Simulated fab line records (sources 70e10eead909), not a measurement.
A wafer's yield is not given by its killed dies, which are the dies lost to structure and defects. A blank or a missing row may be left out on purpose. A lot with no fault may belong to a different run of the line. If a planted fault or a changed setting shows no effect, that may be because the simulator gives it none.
What tool caused it? ; flow nand_harc ; 36 wafers from 12 lots sampled at 5 of the route's 1302 steps

WHAT THE GAUGES READ, wafer by wafer
NHARC_END_SORT_01.
lot;measured;on;killed_at_array;killed_at_other;killed_at_periphery;killed_dies;killed_open;killed_short
L580;day 25 05:31;prober-02;68 81 87;0 0 0;4 2 0;72 83 87;2 3 4;4 2 3
L579;day 25 04:42;prober-01;50 80 92;2 0 0;3 3 2;55 83 94;1 4 6;3 7 3
L581;day 25 12:31;prober-02;85 82 82;0 0 0;3 3 5;88 85 87;5 6 5;3 2 0
L591;day 29 10:20;prober-02;38 669 54;0 1 0;5 7 7;43 677 61;2 3 5;3 3 4
L592;day 30 13:25;prober-01;673 38 51;0 0 0;4 7 7;677 45 58;4 3 5;1 0 6
L595;day 31 05:10;prober-02;47 49 46;2 6 2;1 3 1;50 58 49;2 2 5;1 2 1
L593;day 31 22:25;prober-01;46 51 50;1 0 0;2 5 3;49 56 53;4 3 6;2 4 2
L596;day 31 21:13;prober-02;61 62 48;1 0 2;4 6 3;66 68 53;10 8 3;5 3 0
L597;day 32 09:23;prober-01;72 56 51;0 0 0;4 2 4;76 58 55;4 0 2;1 1 3
L598;day 32 20:16;prober-01;53 62 71;0 0 0;3 1 0;56 63 71;3 5 3;2 3 3
L599;day 33 13:08;prober-02;48 50 44;2 4 2;10 4 5;60 58 51;2 4 1;2 1 1
L600;day 33 11:26;prober-01;78 68 64;0 0 0;1 3 3;79 71 67;6 2 5;1 2 3

TOOL THAT RAN EACH LOT (tool first, then ch and the chambers of the sampled wafers, then the start)
lot;NHARC_A_STAIRCASE_TRIM_235;NHARC_A_STAIRCASE_ETCH_236;NHARC_A_STAIRCASE_HM_OPEN_457;NHARC_A_STAIRCASE_DEP_280
L580;rie_diel-10 ch 0,2, day 17 09:29 or earlier;rie_diel-10 ch 2,3, day 17 09:29 or earlier;rie_diel-10 ch 1,3, day 17 09:29;pecvd-03 ch 1,2, day 17 14:48
L579;rie_diel-10 ch 2,3, day 17 09:41 or earlier;rie_diel-10 ch 0,2,3, day 17 09:41 or earlier;rie_diel-10 ch 0,1,3, day 17 09:41;pecvd-02 ch 1,2, day 17 16:43
L581;rie_diel-08 ch 0,1,2, day 17 12:49 or earlier;rie_diel-08 ch 0,2, day 17 12:49 or earlier;rie_diel-08 ch 0,3, day 17 12:49;pecvd-01 ch 0,1,2, day 17 17:35
L591;rie_diel-03 ch 1,3, day 21 22:22 or earlier;rie_diel-03 ch 1,3, day 21 22:22 or earlier;rie_diel-10 ch 0,1,3, day 21 22:22;pecvd-01 ch 0,2, day 22 06:56
L592;rie_diel-08 ch 1,2,3, day 22 18:22 or earlier;rie_diel-08 ch 0,2,3, day 22 18:22 or earlier;rie_diel-10 ch 0,2, day 22 18:22;pecvd-03 ch 0,1,2, day 22 23:07
L595;rie_diel-08 ch 0,1,3, day 22 23:54 or earlier;rie_diel-08 ch 1,2,3, day 22 23:54 or earlier;rie_diel-03 ch 0,1,2, day 22 23:54;pecvd-01 ch 0,1,2, day 23 04:41
L593;rie_diel-08 ch 0,1,2, day 23 09:52 or earlier;rie_diel-08 ch 0,2,3, day 23 09:52 or earlier;rie_diel-08 ch 1,3, day 23 09:52;pecvd-01 ch 0,2, day 23 17:39
L596;rie_diel-10 ch 0,1, day 23 14:31 or earlier;rie_diel-10 ch 0,1,2, day 23 14:31 or earlier;rie_diel-08 ch 2,3, day 23 14:31;pecvd-03 ch 0,1, day 23 19:18
L597;rie_diel-03 ch 0,1,3, day 24 09:18 or earlier;rie_diel-03 ch 1,2,3, day 24 09:18 or earlier;rie_diel-08 ch 0,1,3, day 24 09:18;pecvd-01 ch 0,1,2, day 24 17:37
L598;rie_diel-03 ch 1,2, day 24 20:44 or earlier;rie_diel-03 ch 0,2,3, day 24 20:44 or earlier;rie_diel-08 ch 0,2,3, day 24 20:44;pecvd-03 ch 0,1, day 25 01:22
L599;rie_diel-03 ch 0,1,2, day 25 11:27 or earlier;rie_diel-03 ch 1,2,3, day 25 11:27 or earlier;rie_diel-03 ch 1,3, day 25 11:27;pecvd-01 ch 0,1, day 25 18:01
L600;rie_diel-10 ch 1,2,3, day 25 11:25 or earlier;rie_diel-10 ch 0,2, day 25 11:25 or earlier;rie_diel-08 ch 1,2,3, day 25 11:25;pecvd-03 ch 0,2, day 25 16:11
- NHARC_A_STAIRCASE_TRIM_235: chemistry O2, time 211.2 s.
- NHARC_A_STAIRCASE_ETCH_236: etches the open film in C4F8/O2, target depth 100 nm, time 40.5 s.
- NHARC_A_STAIRCASE_HM_OPEN_457: chemistry O2/COS.
- NHARC_A_STAIRCASE_DEP_280: deposits SiON, target thk 30 nm.

AS READ BY THE TOOLS THEMSELVES (means over the sampled wafers that have a number; for cases with no such wafer, the mark the record gives instead)
NHARC_A_STAIRCASE_TRIM_235.
lot;tool;drypump_motor_current_A (A);o2_flow_sccm (sccm);oes_product_au (a.u.);rf_vpp_V (V);showerhead_plenum_p_Torr (Torr);throttle_valve_pct (%)
L580;rie_diel-10;5.1;501.1;0.998;57.7;3.51;17.026
L579;rie_diel-10;5.4;499.7;0.988;58.1;3.36;17.044
L581;rie_diel-08;5.9;501.0;1.006;58.0;3.66;17.029
L591;rie_diel-03;5.8;500.7;1.005;57.3;3.44;17.034
L592;rie_diel-08;6.0;499.5;1.001;57.5;3.51;17.039
L595;rie_diel-08;6.0;499.0;0.995;58.2;3.52;17.033
L593;rie_diel-08;5.9;501.0;1.005;58.1;3.63;17.039
L596;rie_diel-10;5.7;500.4;1.000;57.6;3.34;17.040
L597;rie_diel-03;5.8;499.7;0.994;58.1;3.50;17.039
L598;rie_diel-03;5.9;501.1;0.996;58.1;3.62;17.033
L599;rie_diel-03;5.9;499.9;0.996;57.7;3.59;17.045
L600;rie_diel-10;5.5;498.7;0.999;57.1;3.52;17.038

NHARC_A_STAIRCASE_ETCH_236.
lot;tool;oes_product_au (a.u.);rf_vpp_V (V)
L580;rie_diel-10;0.942;890
L579;rie_diel-10;0.940;892
L581;rie_diel-08;0.953;900
L591;rie_diel-03;0.945;893
L592;rie_diel-08;0.962;896
L595;rie_diel-08;0.943;895
L593;rie_diel-08;0.957;896
L596;rie_diel-10;0.932;893
L597;rie_diel-03;0.938;895
L598;rie_diel-03;0.949;900
L599;rie_diel-03;0.949;896
L600;rie_diel-10;0.940;894

NHARC_A_STAIRCASE_HM_OPEN_457.
lot;tool;drypump_motor_current_A (A);o2_flow_sccm (sccm);oes_product_au (a.u.);rf_vpp_V (V);showerhead_plenum_p_Torr (Torr);throttle_valve_pct (%)
L580;rie_diel-10;5.7;400.1;0.995;462;2.91;28.324
L579;rie_diel-10;5.6;399.0;1.000;463;2.96;28.327
L581;rie_diel-08;6.0;399.0;0.995;468;3.14;28.321
L591;rie_diel-10;5.6;400.0;0.951;467;3.10;28.321
L592;rie_diel-10;5.2;399.9;0.956;467;3.06;28.320
L595;rie_diel-03;5.8;400.8;0.993;468;3.18;28.331
L593;rie_diel-08;6.2;399.4;1.003;465;3.00;28.329
L596;rie_diel-08;6.0;400.3;1.022;467;3.11;28.324
L597;rie_diel-08;6.0;399.7;1.008;470;3.27;28.329
L598;rie_diel-08;6.0;400.0;1.009;470;3.27;28.330
L599;rie_diel-03;5.8;400.6;0.995;465;3.03;28.334
L600;rie_diel-08;6.0;399.9;1.005;471;3.26;28.323

NHARC_A_STAIRCASE_DEP_280.
lot;tool;heater_power_w (W)
L580;pecvd-03;705
L579;pecvd-02;908
L581;pecvd-01;755
L591;pecvd-01;831
L592;pecvd-03;782
L595;pecvd-01;859
L593;pecvd-01;799
L596;pecvd-03;786
L597;pecvd-01;786
L598;pecvd-03;795
L599;pecvd-01;958
L600;pecvd-03;688

THE ANSWER, worked out from the rows above alone
Rule: the lots themselves supply what counts as usual. The widest of any qualifying gaps counts: lots, ordered by their means at a reading, are off when they make up no more than a third of the lots, leave a main group of 4 or more, and stand apart from it by 3 or more times the standard deviation of that group's means. The tables above print the reading to a certain number of digits; a main group whose means all agree to those digits is not used. Also off: a lot with no number at a reading for which 4 or more lots have one. Any other lot the step has rows for is counted as sound. After the gauges, taken in route order, come the tools' own readings; for these a lot's mean is taken, as printed above. The first step at which some lot is off is used, and at that step the reading that is off furthest; a lot without a number counts as furthest.
Off: L591, L592, at NHARC_END_SORT_01 (killed_dies). The main group: mean 67, standard deviation 11.
If a tool, at a process step before that reading, ran all the lots that are off and no sound lot after the first of them, it fits. Not tried: the gauges at NHARC_END_SORT_01; whatever is off there is also off at NHARC_A_STAIRCASE_HM_OPEN_457, on other tools, and gauge error can't account for it. With no start given for some of its lots, NHARC_A_STAIRCASE_TRIM_235 uses the hours and lot order of NHARC_A_STAIRCASE_HM_OPEN_457. With no start given for some of its lots, NHARC_A_STAIRCASE_ETCH_236 uses the hours and lot order of NHARC_A_STAIRCASE_HM_OPEN_457. One fits: NHARC_A_STAIRCASE_HM_OPEN_457 on rie_diel-10. Its last sound lot is L579 (day 17 09:41), its first lot that is off L591 (day 21 22:22): a fault that began between those two fits.
The tool's own readings at NHARC_A_STAIRCASE_HM_OPEN_457 bear it out: on the lots that are off they differ by more than 5 times the standard deviation of the sound lots' means. oes_product_au reads 0.954 a.u. there against 1.002 a.u. on the sound lots.

WHAT HAD BEEN PUT IN BY THE SIMULATOR
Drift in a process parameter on rie_diel-10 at NHARC_A_STAIRCASE_HM_OPEN_457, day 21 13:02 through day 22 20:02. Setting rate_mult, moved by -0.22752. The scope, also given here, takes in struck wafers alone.
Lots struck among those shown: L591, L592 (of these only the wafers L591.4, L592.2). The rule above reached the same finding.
